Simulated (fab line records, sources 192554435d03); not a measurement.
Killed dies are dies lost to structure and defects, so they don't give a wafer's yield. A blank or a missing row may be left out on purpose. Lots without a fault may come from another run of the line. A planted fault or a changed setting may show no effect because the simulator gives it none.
Which tool did it? | flow n5_finfet | 24 lots, 72 wafers sampled, at 5 steps of a route of 1938

WHAT THE GAUGES READ, wafer by wafer
N5_BEOL_M3_THK_MEAS_53: measures by xrf.
lot  | measured     | on            | M3_THK (nm)
L074 | day 7 08:14  | film_metro-01 | 40.2 44.0 43.1
L076 | day 8 01:56  | film_metro-02 | 41.7 42.7 42.5
L075 | day 8 08:35  | film_metro-01 | 38.5 41.3 39.3
L078 | day 9 01:15  | film_metro-02 | 40.1 42.3 40.2
L077 | day 9 12:55  | film_metro-02 | 37.5 38.6 40.0
L079 | day 9 22:22  | film_metro-01 | 39.6 41.7 42.3
L083 | day 10 05:29 | film_metro-01 | 40.1 38.4 40.3
L081 | day 10 06:32 | film_metro-02 | 39.7 38.9 39.4
L080 | day 10 11:17 | film_metro-02 | 38.7 40.4 41.7
L084 | day 10 17:00 | film_metro-01 | 39.1 41.6 39.8
L085 | day 10 21:08 | film_metro-02 | 40.2 39.8 41.3
L082 | day 10 23:02 | film_metro-01 | 39.4 38.4 40.0
L087 | day 10 23:37 | film_metro-01 | 39.9 39.8 40.6
L086 | day 11 04:18 | film_metro-02 | 40.3 40.8 41.0
L090 | day 11 15:13 | film_metro-01 | 41.5 41.0 41.7
L088 | day 11 17:44 | film_metro-01 | 39.5 39.9 41.4
L089 | day 12 04:26 | film_metro-02 | 38.8 41.4 39.9
L091 | day 12 11:29 | film_metro-01 | 40.6 40.9 41.4
L092 | day 12 15:13 | film_metro-01 | 38.4 39.6 40.5
L093 | day 12 22:14 | film_metro-01 | 42.5 44.6 43.3
L096 | day 13 04:18 | film_metro-01 | 41.8 40.9 41.7
L095 | day 13 05:55 | film_metro-02 | 39.5 41.2 41.3
L094 | day 13 06:16 | film_metro-02 | 40.7 42.6 41.9
L097 | day 13 19:29 | film_metro-02 | 39.4 42.1 42.0

N5_BEOL_M4_CD_MEAS_11: target cd 16.79 nm.
lot  | measured     | on        | cd_nm (nm)
L074 | day 7 13:16  | cd_sem-02 | 16.58 16.84 17.02
L076 | day 8 03:20  | cd_sem-02 | 16.06 16.90 16.69
L075 | day 8 09:45  | cd_sem-02 | 16.61 17.12 17.12
L078 | day 9 02:37  | cd_sem-01 | 16.34 16.61 16.59
L077 | day 9 16:10  | cd_sem-02 | 16.78 16.89 17.03
L079 | day 9 23:23  | cd_sem-02 | 15.94 16.96 16.47
L083 | day 10 07:06 | cd_sem-01 | 16.69 16.99 16.61
L081 | day 10 09:03 | cd_sem-02 | 16.77 16.31 17.08
L080 | day 10 12:30 | cd_sem-02 | 16.66 16.75 16.77
L084 | day 10 18:35 | cd_sem-02 | 16.83 16.73 16.80
L085 | day 10 23:23 | cd_sem-02 | 16.66 16.32 16.89
L082 | day 11 00:09 | cd_sem-01 | 16.85 16.80 17.15
L087 | day 11 04:10 | cd_sem-02 | 16.71 17.15 16.99
L086 | day 11 06:08 | cd_sem-02 | 16.63 16.49 16.73
L090 | day 11 17:14 | cd_sem-03 | 16.75 16.88 16.62
L088 | day 11 20:05 | cd_sem-01 | 16.98 16.84 16.94
L089 | day 12 06:19 | cd_sem-02 | 16.70 16.85 16.70
L091 | day 12 12:49 | cd_sem-01 | 16.97 17.06 16.66
L092 | day 12 17:01 | cd_sem-02 | 17.24 16.76 17.08
L093 | day 13 01:04 | cd_sem-01 | 16.78 16.66 16.88
L096 | day 13 06:05 | cd_sem-03 | 16.70 16.54 16.79
L095 | day 13 07:54 | cd_sem-03 | 16.70 16.97 17.12
L094 | day 13 08:05 | cd_sem-02 | 16.54 16.75 17.07
L097 | day 13 20:55 | cd_sem-03 | 16.82 17.06 16.86

WHICH TOOL RAN EACH LOT (tool, then ch and the chambers of the sampled wafers, then the start)
lot  | N5_BEOL_M3_SPUTTER_86        | N5_BEOL_M3_SPUTTER_88        | N5_BEOL_M3_ANNEAL_91
L074 | pvd_sputter-02, day 7 06:20  | pvd_sputter-02, day 7 06:34  | pvd_sputter-02, day 7 06:52
L076 | pvd_sputter-02, day 8 00:02  | pvd_sputter-02, day 8 00:16  | pvd_sputter-02, day 8 00:34
L075 | pvd_sputter-02, day 8 06:42  | pvd_sputter-02, day 8 06:55  | pvd_sputter-02, day 8 07:13
L078 | pvd_sputter-01, day 8 23:22  | pvd_sputter-01, day 8 23:35  | pvd_sputter-01, day 8 23:53
L077 | pvd_sputter-02, day 9 10:39  | pvd_sputter-02, day 9 10:52  | pvd_sputter-02, day 9 11:10
L079 | pvd_sputter-02, day 9 20:26  | pvd_sputter-02, day 9 20:40  | pvd_sputter-02, day 9 20:58
L083 | pvd_sputter-02, day 10 03:23 | pvd_sputter-02, day 10 03:36 | pvd_sputter-02, day 10 03:54
L081 | pvd_sputter-03, day 10 04:37 | pvd_sputter-03, day 10 04:52 | pvd_sputter-03, day 10 05:10
L080 | pvd_sputter-03, day 10 09:11 | pvd_sputter-03, day 10 09:25 | pvd_sputter-03, day 10 09:43
L084 | pvd_sputter-01, day 10 14:58 | pvd_sputter-01, day 10 15:11 | pvd_sputter-01, day 10 15:29
L085 | pvd_sputter-03, day 10 19:15 | pvd_sputter-03, day 10 19:28 | pvd_sputter-03, day 10 19:46
L082 | pvd_sputter-03, day 10 21:08 | pvd_sputter-03, day 10 21:21 | pvd_sputter-03, day 10 21:39
L087 | pvd_sputter-01, day 10 21:43 | pvd_sputter-01, day 10 21:56 | pvd_sputter-01, day 10 22:14
L086 | pvd_sputter-03, day 11 02:25 | pvd_sputter-03, day 11 02:38 | pvd_sputter-03, day 11 02:56
L090 | pvd_sputter-01, day 11 13:20 | pvd_sputter-01, day 11 13:33 | pvd_sputter-01, day 11 13:51
L088 | pvd_sputter-01, day 11 15:20 | pvd_sputter-01, day 11 15:33 | pvd_sputter-01, day 11 15:51
L089 | pvd_sputter-02, day 12 02:32 | pvd_sputter-02, day 12 02:45 | pvd_sputter-02, day 12 03:03
L091 | pvd_sputter-03, day 12 09:35 | pvd_sputter-03, day 12 09:49 | pvd_sputter-03, day 12 10:07
L092 | pvd_sputter-02, day 12 13:19 | pvd_sputter-02, day 12 13:32 | pvd_sputter-02, day 12 13:50
L093 | pvd_sputter-02, day 12 20:21 | pvd_sputter-02, day 12 20:34 | pvd_sputter-02, day 12 20:52
L096 | pvd_sputter-03, day 13 01:46 | pvd_sputter-03, day 13 01:59 | pvd_sputter-03, day 13 02:17
L095 | pvd_sputter-01, day 13 04:01 | pvd_sputter-01, day 13 04:14 | pvd_sputter-01, day 13 04:32
L094 | pvd_sputter-03, day 13 04:22 | pvd_sputter-03, day 13 04:35 | pvd_sputter-03, day 13 04:53
L097 | pvd_sputter-02, day 13 17:35 | pvd_sputter-02, day 13 17:49 | pvd_sputter-02, day 13 18:07
- N5_BEOL_M3_SPUTTER_86: material Cu, target thk 4.5 nm, time 8.29 s.
- N5_BEOL_M3_SPUTTER_88: material Cu, target thk 4.5 nm, time 8.29 s.
- N5_BEOL_M3_ANNEAL_91: time 240 s.

WHAT THE TOOLS THEMSELVES READ (means of the sampled wafers that have a number; where no wafer has one, the mark that the record gives instead)
N5_BEOL_M3_SPUTTER_86.
lot  | tool           | substrate_temp_c (C) | throttle_valve_pct (%)
L074 | pvd_sputter-02 | -19.91               | 28.5
L076 | pvd_sputter-02 | -19.96               | 29.7
L075 | pvd_sputter-02 | -20.08               | 29.5
L078 | pvd_sputter-01 | -20.03               | 30.0
L077 | pvd_sputter-02 | -19.98               | 29.9
L079 | pvd_sputter-02 | -20.10               | 28.4
L083 | pvd_sputter-02 | -19.89               | 29.5
L081 | pvd_sputter-03 | -19.98               | 29.7
L080 | pvd_sputter-03 | -20.01               | 29.1
L084 | pvd_sputter-01 | -19.96               | 29.9
L085 | pvd_sputter-03 | -20.06               | 29.1
L082 | pvd_sputter-03 | -20.12               | 29.1
L087 | pvd_sputter-01 | -20.12               | 30.3
L086 | pvd_sputter-03 | -20.09               | 29.4
L090 | pvd_sputter-01 | -20.00               | 29.9
L088 | pvd_sputter-01 | -19.91               | 29.5
L089 | pvd_sputter-02 | -19.95               | 29.8
L091 | pvd_sputter-03 | -19.84               | 29.2
L092 | pvd_sputter-02 | -20.05               | 28.4
L093 | pvd_sputter-02 | -20.01               | 28.9
L096 | pvd_sputter-03 | -20.03               | 28.9
L095 | pvd_sputter-01 | -20.00               | 30.2
L094 | pvd_sputter-03 | -19.92               | 29.2
L097 | pvd_sputter-02 | -19.96               | 29.2

N5_BEOL_M3_SPUTTER_88.
lot  | tool           | substrate_temp_c (C) | throttle_valve_pct (%)
L074 | pvd_sputter-02 | -19.93               | 28.7
L076 | pvd_sputter-02 | -19.99               | 29.8
L075 | pvd_sputter-02 | -19.98               | 29.3
L078 | pvd_sputter-01 | -20.14               | 29.9
L077 | pvd_sputter-02 | -20.00               | 30.0
L079 | pvd_sputter-02 | -20.01               | 28.5
L083 | pvd_sputter-02 | -19.91               | 29.5
L081 | pvd_sputter-03 | -19.93               | 29.5
L080 | pvd_sputter-03 | -19.98               | 28.9
L084 | pvd_sputter-01 | -20.00               | 29.9
L085 | pvd_sputter-03 | -20.01               | 29.1
L082 | pvd_sputter-03 | -20.11               | 29.0
L087 | pvd_sputter-01 | -20.14               | 30.4
L086 | pvd_sputter-03 | -19.97               | 29.5
L090 | pvd_sputter-01 | -20.07               | 30.0
L088 | pvd_sputter-01 | -19.91               | 29.7
L089 | pvd_sputter-02 | -20.08               | 29.8
L091 | pvd_sputter-03 | -19.97               | 29.5
L092 | pvd_sputter-02 | -20.08               | 28.4
L093 | pvd_sputter-02 | -19.95               | 29.0
L096 | pvd_sputter-03 | -20.05               | 28.9
L095 | pvd_sputter-01 | -19.93               | 30.0
L094 | pvd_sputter-03 | -20.00               | 29.1
L097 | pvd_sputter-02 | -19.90               | 29.1

N5_BEOL_M3_ANNEAL_91.
lot  | tool           | heater_power_w (W)
L074 | pvd_sputter-02 | 832
L076 | pvd_sputter-02 | 777
L075 | pvd_sputter-02 | 810
L078 | pvd_sputter-01 | 658
L077 | pvd_sputter-02 | 785
L079 | pvd_sputter-02 | 821
L083 | pvd_sputter-02 | 858
L081 | pvd_sputter-03 | 756
L080 | pvd_sputter-03 | 796
L084 | pvd_sputter-01 | 765
L085 | pvd_sputter-03 | 798
L082 | pvd_sputter-03 | 837
L087 | pvd_sputter-01 | 749
L086 | pvd_sputter-03 | 773
L090 | pvd_sputter-01 | 676
L088 | pvd_sputter-01 | 752
L089 | pvd_sputter-02 | 828
L091 | pvd_sputter-03 | 779
L092 | pvd_sputter-02 | 861
L093 | pvd_sputter-02 | 850
L096 | pvd_sputter-03 | 837
L095 | pvd_sputter-01 | 705
L094 | pvd_sputter-03 | 809
L097 | pvd_sputter-02 | 810

THE ANSWER, worked out from the rows above alone
Rule: what is usual is taken from the lots themselves. Put in order of their means at a reading, lots are off if they are a third of the lots or fewer, leave a main group of 4 or more, and stand apart from it by a gap of 3 or more times the standard deviation of the main group's means; of several such gaps the widest counts. A main group whose means are all the same, to the digits that the tables above print for the reading, isn't used. A lot without any number at a reading at which 4 lots or more have one is off too. The other lots that the step has rows for count as sound. The gauges are gone through in route order, then the tools' own readings, and for those a lot's mean is taken as printed above. The first step at which some lot is off is used, and at that step the reading that is off furthest; a lot without a number counts as furthest.
No lot is off at any reading shown: from this, nothing can be told.

WHAT THE SIMULATOR HAD PUT IN
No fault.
